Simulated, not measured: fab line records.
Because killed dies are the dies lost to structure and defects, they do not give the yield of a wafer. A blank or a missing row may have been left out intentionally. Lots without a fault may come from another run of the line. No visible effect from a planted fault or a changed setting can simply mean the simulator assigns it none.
Chamber matching ; flow n5 finfet ; pecvd-03 running N5_BEOL_M0_SAQP_PECVD_03: 3 sister chambers
The step deposits SiCN from 3MS/NH3, target thk 12 nm, time 21.1 s. 14 wafers are shown with their chamber, then 7 later ones without.

WAFERS PAIRED WITH THEIR CHAMBERS
wafer;chamber;throttle valve pct (%);showerhead plenum p Torr (Torr)
L075.1;1;10.4;3.675
L075.4;1;10.4;3.676
L075.5;2;8.4;3.663
L079.1;2;8.2;3.658
L079.2;1;10.6;3.672
L079.3;0;8.5;3.679
L079.4;2;8.5;3.658
L079.5;1;10.5;3.669
L079.6;0;8.5;3.663
L081.1;0;8.7;3.659
L081.2;1;10.3;3.667
L081.3;2;8.3;3.659
L081.4;0;8.4;3.667
L081.5;1;10.6;3.664

SIGNATURES, as means of the wafers listed above
reading;chamber 0;chamber 1;chamber 2;scatter within a chamber
throttle valve pct;8.525;10.467;8.350;0.125
showerhead plenum p Torr;3.66700;3.67050;3.65950;0.00564
Rule: for a wafer and a chamber, the distance is found by dividing, reading by reading, the gap between the wafer's reading and the chamber's mean by the reading's scatter, squaring, summing and taking the root. The wafer belongs to the nearest chamber; if the next one is less than 2 further off, it can't be placed. The scatter: take each reading less its chamber's mean, square it, sum over the shown wafers, divide by the number of wafers less the number of chambers, and take the root.

WAFERS MISSING THEIR CHAMBER
wafer;throttle valve pct (%);showerhead plenum p Torr (Torr)
L081.6;8.3;3.661
L085.1;8.5;3.663
L085.2;10.3;3.666
L085.6;8.4;3.658
L092.1;8.5;3.673
L092.3;8.3;3.645
L092.5;8.6;3.670

CHAMBER TAKEN BY EACH
wafer;from the rows above;in truth
L081.6;can't be placed: 2 or 0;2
L085.1;can't be placed: 0 or 2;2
L085.2;1;1
L085.6;can't be placed: 2 or 0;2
L092.1;can't be placed: 0 or 2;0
L092.3;can't be placed: 2 or 0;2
L092.5;can't be placed: 0 or 2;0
Correct placement for 1 of the 7. These rows do not allow placing 6 (true chamber among the candidates in 6). Placed wrongly: 0.
